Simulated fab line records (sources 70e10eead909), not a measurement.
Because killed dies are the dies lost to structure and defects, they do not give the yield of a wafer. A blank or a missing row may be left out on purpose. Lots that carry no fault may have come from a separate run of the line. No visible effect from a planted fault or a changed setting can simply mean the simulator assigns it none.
fab line records	flow nand-harc
[record] lots = 24	wafers = 72	last-day = 33
route steps=1302 shown P_CONTACT@234 P_M0@279 P_M1@310 P_M2@340 A_ONON_D1@441
lots with no fault: from the same line, run without faults
start-h: hours from the record's first day to the start of the lot's first wafer shown	wait-h: hours from the lot's prior step to this one	" same as the row above	L1.1+2: one row covering several wafers at once	- no value, or no start given	* or withheld: withheld	< > ~ a bound
route shown NAME@n: names a module that has steps shown in the file, with the first one's number in the route	usual: mean/standard deviation taken from wafers without a fault	same: alike in all rows	chamber/n: place in a boat	sites: readings site by site	_std_site: the values' standard deviation	_edge_site: mean of outer sites minus mean of inner sites	radius-mm: for every site, how far away it sits from the centre of the wafer	mask NAME#n: copy n	behind: the tool/chamber that last shaped the wafer	hold: cause of the lot's hold/its duration in hours/its outcome	device: transistor that didn't switch, given as n, p or np	end of line: at the end of the route, the tests of the same wafers	a step given without rows: its recipe and nothing more	killed: count of dies lost to structure and defects at first sort (not the wafer's yield)	map: shows each die of a wafer: x if killed, . if not, _ if none is there
set.NAME: setting as actually run; set.NAME@STEP: the setting as run at that earlier step	model.NAME: the simulator's own value behind a step, which no gauge read
a sample of lots followed through the steps of the route, with each step as a table and each wafer as a row
services: when a tool's chamber went out of use (start-h, in hours from the record's first day, below 0 if earlier), for how many hours, and the reason
[[steps]]
[step NHARC_P_CONTACT_INSPECT_14]
[usual] raw-defect-count = 3.9/2.2
lot.wafer	tool	chamber	start-h	wait-h	raw-defect-count
L074.2	defect-inspect-01	-	121.77	0.0	8
L074.4	"	-	"	"	7
L074.6	"	-	"	"	10
L076.2	defect-inspect-01	-	133.43	0.0	3
L076.3	"	-	"	"	3
L076.5	"	-	"	"	5
L075.2	defect-inspect-01	-	133.90	0.0	5
L075.4	"	-	"	"	4
L075.6	"	-	"	"	2
L077.1	defect-inspect-02	-	147.84	0.0	5
L077.3	"	-	"	"	4
L077.4	"	-	"	"	3
L078.1	defect-inspect-01	-	161.49	0.0	7
L078.5	"	-	"	"	5
L078.6	"	-	"	"	3
L079.2	defect-inspect-02	-	166.67	0.0	6
L079.5	"	-	"	"	3
L079.6	"	-	"	"	6
L081.1	defect-inspect-01	-	182.65	0.0	2
L081.3	"	-	"	"	2
L081.6	"	-	"	"	1
L080.1	defect-inspect-01	-	183.27	0.0	3
L080.2	"	-	"	"	5
L080.3	"	-	"	"	4
L082.2	defect-inspect-02	-	204.54	0.0	3
L082.4	"	-	"	"	6
L082.6	"	-	"	"	1
L083.2	defect-inspect-02	-	205.96	0.0	7
L083.4	"	-	"	"	5
L083.5	"	-	"	"	3
L084.1	defect-inspect-02	-	221.30	0.0	2
L084.3	"	-	"	"	5
L084.6	"	-	"	"	7
L085.1	defect-inspect-01	-	225.32	0.0	4
L085.2	"	-	"	"	6
L085.6	"	-	"	"	4
L086.4	defect-inspect-01	-	235.82	0.0	2
L086.5	"	-	"	"	1
L086.6	"	-	"	"	2
L088.1	defect-inspect-02	-	266.49	0.0	8
L088.3	"	-	"	"	2
L088.5	"	-	"	"	5
L087.3	defect-inspect-02	-	266.94	0.0	3
L087.5	"	-	"	"	1
L087.6	"	-	"	"	1
L089.2	defect-inspect-02	-	275.72	0.0	3
L089.4	"	-	"	"	2
L089.6	"	-	"	"	1
L090.1	defect-inspect-01	-	281.07	0.0	5
L090.4	"	-	"	"	4
L090.6	"	-	"	"	7
L091.2	defect-inspect-01	-	293.81	0.0	6
L091.5	"	-	"	"	5
L091.6	"	-	"	"	6
L092.1	defect-inspect-01	-	298.71	0.0	5
L092.3	"	-	"	"	4
L092.5	"	-	"	"	5
L093.3	defect-inspect-02	-	308.51	0.0	3
L093.4	"	-	"	"	3
L093.5	"	-	"	"	5
L094.3	defect-inspect-01	-	320.83	0.0	1
L094.5	"	-	"	"	7
L094.6	"	-	"	"	9
L095.1	defect-inspect-01	-	331.09	0.0	6
L095.2	"	-	"	"	4
L095.6	"	-	"	"	1
L096.2	defect-inspect-02	-	340.28	0.0	2
L096.5	"	-	"	"	2
L096.6	"	-	"	"	5
L097.3	defect-inspect-01	-	346.87	0.0	4
L097.4	"	-	"	"	7
L097.6	"	-	"	"	8
[step NHARC_P_CONTACT_DEGAS_38]
[recipe] temp-c = 300	time-s = 60
[usual] heater-power-w = 459/39
lot.wafer	tool	chamber	start-h	wait-h	heater-power-w
L074.4	pvd-sputter-02	-	123.43	-	433
L074.2	"	-	"	"	497
L074.6	"	-	"	"	446
L076.3	pvd-sputter-01	-	135.08	-	488
L076.2	"	-	"	"	475
L076.5	"	-	"	"	489
L075.2	pvd-sputter-03	-	135.54	-	389
L075.4	"	-	"	"	499
L075.6	"	-	"	"	483
L077.1	pvd-sputter-01	-	149.48	-	463
L077.3	"	-	"	"	453
L077.4	"	-	"	"	488
L078.1	pvd-sputter-02	-	163.54	-	366
L078.6	"	-	"	"	461
L078.5	"	-	"	"	488
L079.2	pvd-sputter-01	-	168.33	-	487
L079.6	"	-	"	"	431
L079.5	"	-	"	"	448
L081.3	pvd-sputter-02	-	184.34	-	501
L081.1	"	-	"	"	439
L081.6	"	-	"	"	462
L080.1	pvd-sputter-02	-	185.08	-	437
L080.3	"	-	"	"	462
L080.2	"	-	"	"	494
L082.4	pvd-sputter-02	-	206.20	-	480
L082.2	"	-	"	"	495
L082.6	"	-	"	"	453
L083.2	pvd-sputter-03	-	207.61	-	393
L083.4	"	-	"	"	466
L083.5	"	-	"	"	511
L084.1	pvd-sputter-02	-	222.94	-	441
L084.3	"	-	"	"	361
L084.6	"	-	"	"	448
L085.2	pvd-sputter-02	-	226.96	-	439
L085.1	"	-	"	"	355
L085.6	"	-	"	"	454
L086.4	pvd-sputter-02	-	237.47	-	470
L086.5	"	-	"	"	434
L086.6	"	-	"	"	473
L088.3	pvd-sputter-01	-	268.13	-	442
L088.1	"	-	"	"	491
L088.5	"	-	"	"	451
L087.3	pvd-sputter-03	-	268.76	-	391
L087.6	"	-	"	"	500
L087.5	"	-	"	"	495
L089.2	pvd-sputter-02	-	277.53	-	472
L089.4	"	-	"	"	503
L089.6	"	-	"	"	464
L090.4	pvd-sputter-01	-	282.87	-	461
L090.1	"	-	"	"	486
L090.6	"	-	"	"	468
L091.2	pvd-sputter-01	-	295.49	-	456
L091.5	"	-	"	"	492
L091.6	"	-	"	"	446
L092.1	pvd-sputter-01	-	300.42	-	476
L092.3	"	-	"	"	448
L092.5	"	-	"	"	462
L093.3	pvd-sputter-01	-	310.20	-	495
L093.4	"	-	"	"	457
L093.5	"	-	"	"	487
L094.3	pvd-sputter-02	-	322.49	-	388
L094.5	"	-	"	"	439
L094.6	"	-	"	"	483
L095.1	pvd-sputter-02	-	332.74	-	487
L095.2	"	-	"	"	501
L095.6	"	-	"	"	479
L096.2	pvd-sputter-03	-	341.93	-	483
L096.5	"	-	"	"	485
L096.6	"	-	"	"	484
L097.3	pvd-sputter-01	-	348.52	-	486
L097.4	"	-	"	"	457
L097.6	"	-	"	"	499
[step NHARC_P_M0_THK_MEAS_24]
[recipe] thk-meas-gauge = xrf
[usual] thk-nm = 117.8/1.8
lot.wafer	tool	chamber	start-h	wait-h	thk-nm
L074.2	film-metro-02	-	128.19	-	117.8
L074.4	"	-	"	"	116.2
L074.6	"	-	"	"	116.7
L076.2	film-metro-02	-	140.04	-	117.1
L076.3	"	-	"	"	117.5
L076.5	"	-	"	"	116.5
L075.2	film-metro-01	-	140.71	-	120.2
L075.4	"	-	"	"	118.0
L075.6	"	-	"	"	118.4
L077.1	film-metro-01	-	154.27	-	117.2
L077.3	"	-	"	"	116.7
L077.4	"	-	"	"	118.0
L078.1	film-metro-01	-	168.40	-	117.9
L078.5	"	-	"	"	118.3
L078.6	"	-	"	"	119.6
L079.2	film-metro-01	-	173.24	-	116.7
L079.5	"	-	"	"	114.1
L079.6	"	-	"	"	114.5
L081.1	film-metro-01	-	189.23	-	117.1
L081.3	"	-	"	"	117.1
L081.6	"	-	"	"	119.2
L080.1	film-metro-02	-	190.00	-	115.0
L080.2	"	-	"	"	117.7
L080.3	"	-	"	"	117.3
L082.2	film-metro-02	-	211.00	-	119.3
L082.4	"	-	"	"	119.7
L082.6	"	-	"	"	121.4
L083.2	film-metro-02	-	212.42	-	120.4
L083.4	"	-	"	"	121.7
L083.5	"	-	"	"	119.8
L084.1	film-metro-01	-	227.77	-	121.7
L084.3	"	-	"	"	119.3
L084.6	"	-	"	"	120.6
L085.1	film-metro-01	-	231.72	-	120.3
L085.2	"	-	"	"	118.3
L085.6	"	-	"	"	118.9
L086.4	film-metro-02	-	242.37	-	118.6
L086.5	"	-	"	"	116.9
L086.6	"	-	"	"	119.4
L088.1	film-metro-02	-	273.02	-	117.5
L088.3	"	-	"	"	115.8
L088.5	"	-	"	"	116.6
L087.3	film-metro-02	-	274.22	-	115.9
L087.5	"	-	"	"	115.1
L087.6	"	-	"	"	113.7
L089.2	film-metro-02	-	282.46	-	118.7
L089.4	"	-	"	"	116.5
L089.6	"	-	"	"	119.3
L090.1	film-metro-01	-	287.78	-	117.8
L090.4	"	-	"	"	119.1
L090.6	"	-	"	"	118.7
L091.2	film-metro-01	-	300.36	-	115.3
L091.5	"	-	"	"	115.9
L091.6	"	-	"	"	120.6
L092.1	film-metro-02	-	305.33	-	119.2
L092.3	"	-	"	"	115.5
L092.5	"	-	"	"	118.9
L093.3	film-metro-02	-	315.10	-	121.7
L093.4	"	-	"	"	117.0
L093.5	"	-	"	"	119.1
L094.3	film-metro-01	-	327.36	-	115.7
L094.5	"	-	"	"	117.2
L094.6	"	-	"	"	117.8
L095.1	film-metro-02	-	337.63	-	120.9
L095.2	"	-	"	"	119.5
L095.6	"	-	"	"	118.9
L096.2	film-metro-01	-	346.83	-	115.2
L096.5	"	-	"	"	115.7
L096.6	"	-	"	"	116.5
L097.3	film-metro-02	-	353.66	-	117.2
L097.4	"	-	"	"	115.8
L097.6	"	-	"	"	115.3
[step NHARC_P_M1_ANNEAL_31]
[recipe] temp-c = 225	time-s = 90
[usual] wafer_temp_C_max = 226.9/0.36
lot.wafer	tool	chamber	start-h	wait-h	wafer_temp_C_max
L074.2	rtp-anneal-02	0	131.70	0.3	226.8
L074.4	"	0	"	"	226.9
L074.6	"	0	"	"	226.9
L076.2	rtp-anneal-01	0	143.46	0.3	226.6
L076.3	"	0	"	"	227.0
L076.5	"	0	"	"	227.0
L075.2	rtp-anneal-01	0	144.24	0.4	227.2
L075.4	"	0	"	"	227.3
L075.6	"	0	"	"	227.0
L077.1	rtp-anneal-01	0	157.76	0.3	227.2
L077.3	"	0	"	"	227.4
L077.4	"	0	"	"	227.0
L078.1	rtp-anneal-02	0	171.85	0.3	226.7
L078.5	"	0	"	"	226.8
L078.6	"	0	"	"	227.3
L079.2	rtp-anneal-02	0	176.81	-	226.9
L079.5	"	0	"	"	226.8
L079.6	"	0	"	"	226.4
L081.1	rtp-anneal-02	0	192.71	0.3	227.2
L081.3	"	0	"	"	226.7
L081.6	"	0	"	"	227.7
L080.1	rtp-anneal-02	0	193.58	-	226.2
L080.2	"	0	"	"	226.4
L080.3	"	0	"	"	226.8
L082.2	rtp-anneal-01	0	214.42	0.3	227.4
L082.4	"	0	"	"	227.0
L082.6	"	0	"	"	227.0
L083.2	rtp-anneal-01	0	215.98	0.3	226.7
L083.4	"	0	"	"	227.5
L083.5	"	0	"	"	227.0
L084.1	rtp-anneal-01	0	231.27	0.3	226.6
L084.3	"	0	"	"	226.7
L084.6	"	0	"	"	226.7
L085.1	rtp-anneal-02	0	235.22	-	227.1
L085.2	"	0	"	"	226.8
L085.6	"	0	"	"	226.3
L086.4	rtp-anneal-02	0	246.11	0.4	227.1
L086.5	"	0	"	"	226.9
L086.6	"	0	"	"	226.7
L088.1	rtp-anneal-02	0	276.83	-	227.3
L088.3	"	0	"	"	226.8
L088.5	"	0	"	"	226.6
L087.3	rtp-anneal-02	0	278.04	0.5	226.5
L087.5	"	0	"	"	227.2
L087.6	"	0	"	"	226.5
L089.2	rtp-anneal-02	0	286.05	-	226.7
L089.4	"	0	"	"	226.8
L089.6	"	0	"	"	227.7
L090.1	rtp-anneal-01	0	291.34	-	226.7
L090.4	"	0	"	"	227.2
L090.6	"	0	"	"	226.5
L091.2	rtp-anneal-01	0	303.81	-	226.8
L091.5	"	0	"	"	226.0
L091.6	"	0	"	"	227.3
L092.1	rtp-anneal-01	0	308.82	0.3	226.3
L092.3	"	0	"	"	226.9
L092.5	"	0	"	"	226.9
L093.3	rtp-anneal-02	0	318.69	0.3	227.0
L093.4	"	0	"	"	227.2
L093.5	"	0	"	"	226.9
L094.3	rtp-anneal-01	0	330.96	-	227.4
L094.5	"	0	"	"	226.8
L094.6	"	0	"	"	226.7
L095.1	rtp-anneal-01	0	341.32	-	226.4
L095.2	"	0	"	"	227.4
L095.6	"	0	"	"	226.8
L096.2	rtp-anneal-02	0	350.59	-	226.8
L096.5	"	0	"	"	226.8
L096.6	"	0	"	"	227.1
L097.3	rtp-anneal-02	0	357.23	-	227.1
L097.4	"	0	"	"	227.0
L097.6	"	0	"	"	227.3
[step NHARC_P_M2_PVD_20]
[recipe] target-thk-a = 50	bias-v = 168.6	power-w = 15000	chamber-pressure-pa = 0.12	time-s = 8.06	substrate-temp-c = 50	material = TaN
[usual] throttle-valve-pct = 29.5/1.3
lot.wafer	tool	chamber	start-h	wait-h	throttle-valve-pct
L074.2	pvd-sputter-03	-	-	-	27.3
L074.4	"	-	"	"	30.3
L074.6	"	-	"	"	27.3
L076.2	pvd-sputter-01	-	-	-	27.3
L076.3	"	-	"	"	28.9
L076.5	"	-	"	"	31.2
L075.4	pvd-sputter-03	-	-	-	30.4
L075.2	"	-	"	"	30.7
L075.6	"	-	"	"	30.1
L077.4	pvd-sputter-02	-	-	-	28.5
L077.3	"	-	"	"	29.6
L077.1	"	-	"	"	29.9
L078.1	pvd-sputter-01	-	-	-	30.6
L078.5	"	-	"	"	28.7
L078.6	"	-	"	"	28.7
L079.2	pvd-sputter-02	-	-	-	28.5
L079.6	"	-	"	"	29.8
L079.5	"	-	"	"	31.1
L081.1	pvd-sputter-01	-	-	-	27.3
L081.3	"	-	"	"	28.6
L081.6	"	-	"	"	27.3
L080.2	pvd-sputter-03	-	-	-	30.3
L080.1	"	-	"	"	30.1
L080.3	"	-	"	"	31.6
L082.2	pvd-sputter-03	-	-	-	31.6
L082.4	"	-	"	"	30.3
L082.6	"	-	"	"	31.6
L083.2	pvd-sputter-02	-	-	-	28.4
L083.4	"	-	"	"	29.6
L083.5	"	-	"	"	29.6
L084.1	pvd-sputter-02	-	-	-	28.3
L084.3	"	-	"	"	30.0
L084.6	"	-	"	"	28.2
L085.1	pvd-sputter-01	-	-	-	31.0
L085.2	"	-	"	"	28.2
L085.6	"	-	"	"	27.6
L086.4	pvd-sputter-03	-	-	-	30.3
L086.5	"	-	"	"	31.9
L086.6	"	-	"	"	28.4
L088.3	pvd-sputter-02	-	-	-	29.7
L088.1	"	-	"	"	31.5
L088.5	"	-	"	"	30.0
L087.3	pvd-sputter-03	-	-	-	28.6
L087.6	"	-	"	"	31.7
L087.5	"	-	"	"	28.5
L089.4	pvd-sputter-01	-	-	-	28.4
L089.2	"	-	"	"	27.7
L089.6	"	-	"	"	28.9
L090.4	pvd-sputter-03	-	-	-	28.1
L090.1	"	-	"	"	30.2
L090.6	"	-	"	"	30.5
L091.2	pvd-sputter-03	-	-	-	31.8
L091.6	"	-	"	"	28.7
L091.5	"	-	"	"	30.5
L092.3	pvd-sputter-01	-	-	-	29.1
L092.1	"	-	"	"	27.7
L092.5	"	-	"	"	29.3
L093.3	pvd-sputter-01	-	-	-	27.9
L093.4	"	-	"	"	28.5
L093.5	"	-	"	"	27.8
L094.3	pvd-sputter-01	-	-	-	30.8
L094.6	"	-	"	"	29.1
L094.5	"	-	"	"	30.9
L095.1	pvd-sputter-01	-	-	-	31.1
L095.2	"	-	"	"	27.7
L095.6	"	-	"	"	28.5
L096.2	pvd-sputter-01	-	-	-	28.2
L096.5	"	-	"	"	27.8
L096.6	"	-	"	"	28.2
L097.4	pvd-sputter-01	-	-	-	27.9
L097.3	"	-	"	"	29.1
L097.6	"	-	"	"	27.9
[step NHARC_A_ONON_D1_THK_MEAS_24]
[recipe] thk-meas-gauge = ellipsometry
[usual] thk-nm = 1000/10
lot.wafer	tool	chamber	start-h	wait-h	thk-nm
L074.2	film-metro-02	-	175.13	-	985
L074.4	"	-	"	"	987
L074.6	"	-	"	"	985
L075.2	film-metro-02	-	191.11	-	1004
L075.4	"	-	"	"	1005
L075.6	"	-	"	"	1005
L076.2	film-metro-02	-	191.44	-	1009
L076.3	"	-	"	"	1010
L076.5	"	-	"	"	1010
L077.1	film-metro-02	-	205.77	-	1011
L077.3	"	-	"	"	1012
L077.4	"	-	"	"	1011
L079.2	film-metro-01	-	218.20	-	990
L079.5	"	-	"	"	990
L079.6	"	-	"	"	990
L078.1	film-metro-02	-	218.28	-	988
L078.5	"	-	"	"	990
L078.6	"	-	"	"	989
L080.1	film-metro-02	-	243.01	-	998
L080.2	"	-	"	"	999
L080.3	"	-	"	"	998
L081.1	film-metro-01	-	243.02	-	993
L081.3	"	-	"	"	992
L081.6	"	-	"	"	993
L082.2	film-metro-01	-	260.56	-	990
L082.4	"	-	"	"	990
L082.6	"	-	"	"	990
L083.2	film-metro-02	-	260.57	-	1006
L083.4	"	-	"	"	1006
L083.5	"	-	"	"	1004
L084.1	film-metro-01	-	277.00	-	994
L084.3	"	-	"	"	994
L084.6	"	-	"	"	994
L085.1	film-metro-01	-	282.62	-	1017
L085.2	"	-	"	"	1014
L085.6	"	-	"	"	1013
L086.4	film-metro-02	-	290.84	-	1004
L086.5	"	-	"	"	1007
L086.6	"	-	"	"	1005
L087.3	film-metro-02	-	321.73	-	977
L087.5	"	-	"	"	978
L087.6	"	-	"	"	979
L088.1	film-metro-02	-	321.87	-	1013
L088.3	"	-	"	"	1013
L088.5	"	-	"	"	1013
L089.2	film-metro-02	-	330.46	-	1008
L089.4	"	-	"	"	1009
L089.6	"	-	"	"	1006
L090.1	film-metro-01	-	337.71	-	1001
L090.4	"	-	"	"	1002
L090.6	"	-	"	"	1001
L091.2	film-metro-01	-	349.00	-	1012
L091.5	"	-	"	"	1013
L091.6	"	-	"	"	1012
L092.1	film-metro-02	-	356.92	-	1011
L092.3	"	-	"	"	1012
L092.5	"	-	"	"	1010
L093.3	film-metro-01	-	364.70	-	997
L093.4	"	-	"	"	996
L093.5	"	-	"	"	996
L094.3	film-metro-01	-	382.65	-	1015
L094.5	"	-	"	"	1013
L094.6	"	-	"	"	1014
L095.1	film-metro-01	-	386.10	-	998
L095.2	"	-	"	"	998
L095.6	"	-	"	"	999
L096.2	film-metro-01	-	396.48	-	990
L096.5	"	-	"	"	989
L096.6	"	-	"	"	988
L097.3	film-metro-02	-	403.03	-	991
L097.4	"	-	"	"	992
L097.6	"	-	"	"	992
[[services]]
tool	chamber	start-h	hours	kind
pvd-sputter-02	-	108.08	10.0	pm
pvd-sputter-03	-	113.37	1.7	repair
pvd-sputter-03	-	159.58	1.4	repair
pvd-sputter-03	-	168.24	3.4	repair
pvd-sputter-01	-	226.00	10.0	pm
pvd-sputter-03	-	235.28	4.8	repair
pvd-sputter-02	-	260.43	9.8	repair
pvd-sputter-02	-	286.08	10.0	pm
pvd-sputter-03	-	328.09	1.5	repair
pvd-sputter-02	-	342.96	7.3	repair
pvd-sputter-03	-	349.62	10.0	pm
[[key]]
fault none
